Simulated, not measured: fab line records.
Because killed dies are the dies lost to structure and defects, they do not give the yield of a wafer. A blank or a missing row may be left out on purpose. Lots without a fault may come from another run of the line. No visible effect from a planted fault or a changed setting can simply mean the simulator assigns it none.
fab line records    flow n5Finfet
record lots=14  wafers=40  lastDay=19
route steps=1938 shown BEOL_M2@926 BEOL_M3@932
lots with no fault: from the same line, run without faults
startH: start of the lot's first displayed wafer, in hours after the record's first day    waitH: hours from the lot's prior step to this one    " identical to the entry in the row above    L1.1+2: one row covering several wafers at once    - value missing, or start not given    * or withheld: withheld    < > ~ a bound
route shown NAME@n: names a module that has steps shown in the file, with the first one's number in the route    usual: mean/standard deviation of fault-free wafers    same: alike in all rows    chamber/n: place in a boat    sites: per-site readings    _std_site: how widely they spread, as a standard deviation    _edge_site: mean of outer sites minus mean of inner sites    radiusMm: how far each site lies from the wafer's centre    mask NAME#n: copy n    behind: the last tool/chamber to shape the wafer    hold: cause of the lot's hold/its duration in hours/its outcome    device: transistor that didn't switch, given as n, p or np    end of line: the same wafers' tests at the end of the route    a step with no rows: only its recipe    killed: the dies lost at the first sort to structure and to defects; this is not the yield of the wafer    map: the dies of a wafer, with x for killed, . for not killed, _ for no die there
set.NAME: setting as actually run; set.NAME@STEP: the setting as run at that earlier step    model.NAME: the simulator's own value behind a step, which no gauge read
one table for each step of the route and one row for each wafer, over a sample of lots
services: the hour from which a tool's chamber was out of use, counted from the record's first day as startH (under 0 if before that day), plus the number of hours and why
## steps
# step N5_BEOL_M2_CO_CAP_55
# recipe material=Co  targetThkA=20  tempC=200  precursor=CCTBA/H2  pressureTorr=30  timeS=102.1
# usual heaterPowerOuterW=135/8.8  heaterPowerW=253/12
lot.wafer  tool      chamber  startH  waitH  heaterPowerOuterW  heaterPowerW
L402.2     cvdCo-02  0        169.94  0.0    121                246
L402.4     "         1        "       "      128                257
L402.5     "         0        "       "      121                246
L403.1     cvdCo-01  0        174.75  0.0    153                270
L403.3     "         1        "       "      134                245
L403.5     "         1        "       "      134                253
L406.1     cvdCo-01  2        175.17  0.0    136                246
L406.2     "         1        "       "      135                244
L406.6     "         1        "       "      130                243
L404.1     cvdCo-02  0        175.35  0.0    123                240
L404.2     "         1        "       "      130                250
L404.6     "         1        "       "      130                253
L405.2     cvdCo-02  0        178.65  0.0    120                246
L405.3     "         1        "       "      131                258
L405.4     "         2        "       "      134                250
L414.4     cvdCo-02  2        225.92  0.0    134                246
L414.5     "         0        "       "      123                245
L414.6     "         1        "       "      132                255
L416.2     cvdCo-02  2        238.59  0.0    134                251
L416.3     "         1        "       "      133                257
L416.6     "         0        "       "      124                241
L415.1     cvdCo-01  2        241.94  0.0    133                252
L415.3     "         1        "       "      134                245
L415.5     "         0        "       "      150                275
L419.1     cvdCo-01  1        247.41  0.0    135                253
L419.4     "         2        "       "      138                248
L421.1     cvdCo-01  0        256.49  0.0    152                287
L421.4     "         1        "       "      134                250
L421.5     "         2        "       "      136                245
L422.2     cvdCo-01  0        260.25  0.0    149                283
L422.5     "         2        "       "      136                249
L422.6     "         1        "       "      133                243
L424.4     cvdCo-02  2        272.35  0.1    137                254
L424.5     "         2        "       "      137                252
L423.1     cvdCo-02  2        285.72  0.0    132                255
L423.3     "         0        "       "      122                242
L423.4     "         1        "       "      132                257
L425.1     cvdCo-02  1        297.05  0.0    132                252
L425.2     "         0        "       "      124                245
L425.5     "         1        "       "      128                254
# step N5_BEOL_M3_THK_MEAS_01
# recipe reads=SiOC_of_BEOL_M3_ILD_DEP_00
# usual M3_ILD_THK=78.5/1.1
lot.wafer  tool          chamber  startH  waitH  M3_ILD_THK[nm]
L402.2     filmMetro-01  -        170.25  0.1    78.4
L402.4     "             -        "       "      79.5
L402.5     "             -        "       "      79.1
L403.1     filmMetro-02  -        175.06  0.0    76.4
L403.3     "             -        "       "      77.2
L403.5     "             -        "       "      79.6
L406.1     filmMetro-02  -        175.49  0.0    77.9
L406.2     "             -        "       "      77.4
L406.6     "             -        "       "      77.2
L404.1     filmMetro-02  -        175.67  0.0    78.4
L404.2     "             -        "       "      78.8
L404.6     "             -        "       "      80.8
L405.2     filmMetro-02  -        178.98  0.1    78.6
L405.3     "             -        "       "      77.9
L405.4     "             -        "       "      79.6
L414.4     filmMetro-01  -        226.25  0.1    79.6
L414.5     "             -        "       "      79.3
L414.6     "             -        "       "      79.3
L416.2     filmMetro-01  -        238.95  0.1    78.9
L416.3     "             -        "       "      79.7
L416.6     "             -        "       "      80.4
L415.1     filmMetro-01  -        242.26  0.0    78.6
L415.3     "             -        "       "      78.4
L415.5     "             -        "       "      79.7
L419.1     filmMetro-02  -        247.75  0.1    78.5
L419.4     "             -        "       "      80.1
L421.1     filmMetro-02  -        256.80  0.0    79.1
L421.4     "             -        "       "      79.8
L421.5     "             -        "       "      80.1
L422.2     filmMetro-02  -        261.93  0.1    80.0
L422.5     "             -        "       "      78.9
L422.6     "             -        "       "      80.1
L424.4     filmMetro-02  -        272.67  0.0    78.2
L424.5     "             -        "       "      79.3
L423.1     filmMetro-01  -        286.03  0.0    76.5
L423.3     "             -        "       "      78.4
L423.4     "             -        "       "      79.1
L425.1     filmMetro-02  -        297.39  0.0    76.8
L425.2     "             -        "       "      78.7
L425.5     "             -        "       "      79.1
# step N5_BEOL_M3_PEB_09
# recipe pebTempC=100  pebTimeS=60  resist=CAR-EUV
# usual chillPlateTempC=22.99/0.11  exhaustPa=45.1/0.95  heaterPowerTotalW=154.0/1.1
lot.wafer  tool           chamber  startH  waitH  chillPlateTempC  exhaustPa  heaterPowerTotalW
L402.2     lithoTrack-05  0        171.48  0.0    23.04            44.1       155.4
L402.4     "              0        "       "      22.95            43.4       153.0
L402.5     "              0        "       "      23.07            45.4       154.7
L403.1     lithoTrack-01  0        176.09  0.1    22.85            46.4       155.1
L403.3     "              0        "       "      22.93            47.4       153.3
L403.5     "              0        "       "      23.08            46.0       152.6
L406.1     lithoTrack-01  0        176.14  0.1    23.00            45.0       152.6
L406.2     "              0        "       "      23.27            44.5       155.1
L406.6     "              0        "       "      23.02            43.1       152.7
L404.1     lithoTrack-01  0        176.58  0.1    23.08            46.0       155.6
L404.2     "              0        "       "      23.01            45.6       153.4
L404.6     "              0        "       "      23.07            44.5       153.7
L405.2     lithoTrack-01  0        181.46  0.0    22.91            46.4       154.0
L405.3     "              0        "       "      22.98            45.1       154.0
L405.4     "              0        "       "      22.98            47.3       154.9
L414.4     lithoTrack-01  -        228.13  0.0    -                -          -
L414.5     "              -        "       "      -                -          -
L414.6     "              -        "       "      -                -          -
L416.2     lithoTrack-01  0        239.52  0.0    23.01            45.3       155.5
L416.3     "              0        "       "      22.97            45.3       152.7
L416.6     "              0        "       "      22.97            43.9       154.6
L415.1     lithoTrack-03  -        242.85  0.1    -                -          -
L415.3     "              -        "       "      -                -          -
L415.5     "              -        "       "      -                -          -
L419.1     lithoTrack-03  0        249.72  0.1    22.84            45.0       152.3
L419.4     "              0        "       "      22.90            44.6       154.0
L421.1     lithoTrack-03  0        259.39  0.1    22.79            44.4       153.1
L421.4     "              0        "       "      22.89            44.3       152.3
L421.5     "              0        "       "      22.76            44.3       154.0
L422.2     lithoTrack-05  0        263.51  0.0    23.17            45.7       152.6
L422.5     "              0        "       "      23.09            44.5       152.4
L422.6     "              0        "       "      23.08            45.3       155.2
L424.4     lithoTrack-05  0        273.41  0.0    23.03            44.0       153.3
L424.5     "              0        "       "      22.89            43.7       154.5
L423.1     lithoTrack-05  0        287.20  0.1    23.02            44.8       155.3
L423.3     "              0        "       "      23.12            46.6       154.8
L423.4     "              0        "       "      23.05            45.6       155.3
L425.1     lithoTrack-01  0        297.83  0.1    23.04            46.1       155.2
L425.2     "              0        "       "      23.03            45.8       153.1
L425.5     "              0        "       "      23.16            46.4       152.6
# step N5_BEOL_M3_DESCUM_16
# recipe chemistry=O2  timeS=7  sourcePowerW=50  biasPowerW=20  pressureMtorr=20  rfFrequencyHz=2.712e+07  tempC=40  resist=CAR-EUV  o2FlowSccm=225
# usual drypumpMotorCurrentA=5.6/0.43  oesProductAu=0.80/0.1  rfFwdPowerW=49.3/0.33  rfVppV=243.4/1.4  showerheadPlenumPTorr=2.12/0.075  throttleValvePct=20.4/0.33
lot.wafer  tool        chamber  startH  waitH  drypumpMotorCurrentA  oesProductAu  rfFwdPowerW  rfHoursCounterH  rfVppV  showerheadPlenumPTorr  throttleValvePct
L402.2     rieDiel-04  2        171.66  0.0    4.9                   0.81          49.5         84               242.3   2.14                   20.5
L402.4     "           1        "       "      6.2                   0.69          48.8         -                240.9   2.00                   20.8
L402.5     "           0        "       "      5.2                   0.94          49.2         -                243.4   2.26                   20.2
L403.1     rieDiel-04  0        176.28  0.0    5.2                   0.95          49.4         10               246.0   2.26                   20.2
L403.3     "           3        "       "      5.0                   0.90          49.7         27               244.0   2.10                   19.7
L403.5     "           3        "       "      5.0                   0.89          49.9         -                243.4   2.10                   19.7
L406.1     rieDiel-02  1        176.49  0.2    5.8                   0.72          48.9         179              243.1   2.16                   20.6
L406.2     "           2        "       "      5.7                   0.68          49.1         242              242.7   2.09                   21.0
L406.6     "           3        "       "      5.4                   0.90          49.6         -                245.5   2.23                   20.3
L404.1     rieDiel-02  0        176.77  0.0    6.0                   0.73          49.0         185              241.8   2.08                   20.6
L404.2     "           2        "       "      5.7                   0.69          49.0         242              241.3   2.09                   21.0
L404.6     "           3        "       "      5.4                   0.89          49.6         -                245.5   2.23                   20.3
L405.2     rieDiel-02  2        181.74  0.1    5.6                   0.68          49.0         244              244.2   2.09                   21.0
L405.3     "           3        "       "      5.4                   0.89          49.6         32               244.0   2.23                   20.3
L405.4     "           1        "       "      5.8                   0.71          48.9         181              245.0   2.16                   20.6
L414.4     rieDiel-02  1        228.32  0.0    5.8                   0.70          49.0         195              245.5   2.16                   20.6
L414.5     "           0        "       "      6.0                   0.72          48.8         -                243.3   2.08                   20.6
L414.6     "           3        "       "      5.4                   0.86          49.4         -                243.7   2.23                   20.3
L416.2     rieDiel-02  1        239.78  0.1    5.9                   0.71          48.9         198              243.5   2.16                   20.6
L416.3     "           0        "       "      6.0                   0.72          49.0         206              243.5   2.07                   20.6
L416.6     "           3        "       "      5.3                   0.87          50.0         -                244.8   2.23                   20.3
L415.1     rieDiel-04  0        243.08  0.1    5.3                   0.89          49.0         27               245.8   2.25                   20.2
L415.3     "           3        "       "      5.0                   0.86          49.8         46               244.5   2.09                   19.7
L415.5     "           2        "       "      4.9                   0.79          49.6         -                243.6   2.14                   20.5
L419.1     rieDiel-05  1        249.91  0.0    5.5                   0.68          49.6         233              242.2   2.05                   20.4
L419.4     "           3        "       "      5.3                   0.98          49.1         1                243.4   2.08                   20.6
L421.1     rieDiel-02  0        259.82  0.3    6.0                   0.72          49.1         213              243.1   2.07                   20.7
L421.4     "           3        "       "      5.4                   0.85          49.4         58               244.4   2.22                   20.3
L421.5     "           3        "       "      5.4                   0.85          49.4         -                243.8   2.22                   20.3
L422.2     rieDiel-04  3        263.72  0.1    5.0                   0.85          49.7         53               245.0   2.09                   19.7
L422.5     "           3        "       "      5.0                   0.86          49.7         -                243.7   2.09                   19.7
L422.6     "           0        "       "      5.2                   0.88          49.1         -                245.9   2.25                   20.2
L424.4     rieDiel-04  1        273.77  0.2    6.2                   1.00          48.8         -                244.0   2.26                   20.6
L424.5     "           3        "       "      5.0                   0.84          49.9         -                243.4   2.09                   19.7
L423.1     rieDiel-05  0        287.39  0.0    6.5                   0.69          49.2         225              244.5   2.15                   20.8
L423.3     "           2        "       "      5.8                   0.86          49.5         52               241.3   2.02                   20.0
L423.4     "           1        "       "      5.5                   0.67          49.6         244              242.5   2.04                   20.4
L425.1     rieDiel-02  2        298.02  0.0    5.6                   0.92          49.1         17               241.5   2.08                   20.7
L425.2     "           0        "       "      6.0                   0.71          48.9         225              243.4   2.07                   20.7
L425.5     "           1        "       "      5.8                   0.69          49.0         -                244.1   2.15                   20.7
## services
tool           chamber  startH  hours  kind
cvdCo-01       -        149.56  6.8    repair
cvdCo-02       2        162.97  6.2    repair
rieDiel-02     2        167.26  2.7    repair
rieDiel-04     3        171.42  1.6    repair
lithoTrack-05  -        188.84  -      consumableReplace:filter
rieDiel-04     1        190.80  1.3    repair
cvdCo-01       -        193.17  1.1    repair
rieDiel-02     2        204.99  -      clean
rieDiel-02     2        204.99  -      consumableReplace:focusRing
rieDiel-02     2        204.99  19.7   scheduledDown
rieDiel-02     2        204.99  19.7   ventCycle
rieDiel-05     3        222.62  -      clean
rieDiel-05     3        222.62  -      consumableReplace:focusRing
rieDiel-05     3        222.62  24.3   scheduledDown
rieDiel-05     -        229.87  0.2    repair
rieDiel-04     1        253.38  -      clean
rieDiel-04     1        253.38  -      consumableReplace:focusRing
rieDiel-04     1        253.38  -      consumableReplace:showerhead
rieDiel-04     1        253.38  17.5   scheduledDown
rieDiel-04     1        253.38  17.5   ventCycle
cvdCo-02       1        261.07  15.9   repair
cvdCo-01       -        265.49  1.7    repair
rieDiel-02     2        266.68  5.1    repair
cvdCo-02       2        291.02  36.6   repair
## key
firstSign step=N5_BEOL_M3_PEB_09  reading=toolRecord  direction=missing
effect none on later readings
metAt N5_BEOL_M3_PEB_09
struckLots L414,L415
laterRowsLeftOut L414.4,L414.5,L414.6,L415.1,L415.3,L415.5
sortLeftOut L414.4,L414.5,L414.6,L415.1,L415.3,L415.5
notActingAt N5_BEOL_M2_CO_CAP_55,N5_BEOL_M3_THK_MEAS_01,N5_BEOL_M3_DESCUM_16
onsetBetween 181.46 228.13
fault kind=skippedStepWhole  tool=lithoTrack-01,lithoTrack-03  chamber=-  onsetH=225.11  steps=N5_BEOL_M3_PEB_09  scope=struckLotsOnly
# sortLeftOut: the simulated sort isn't trusted on such a fault, so these wafers' sort isn't shown, and their yield isn't known
# laterRowsLeftOut: the simulator's readings of these wafers behind a module that went badly wrong aren't trusted and aren't shown, but for the sort
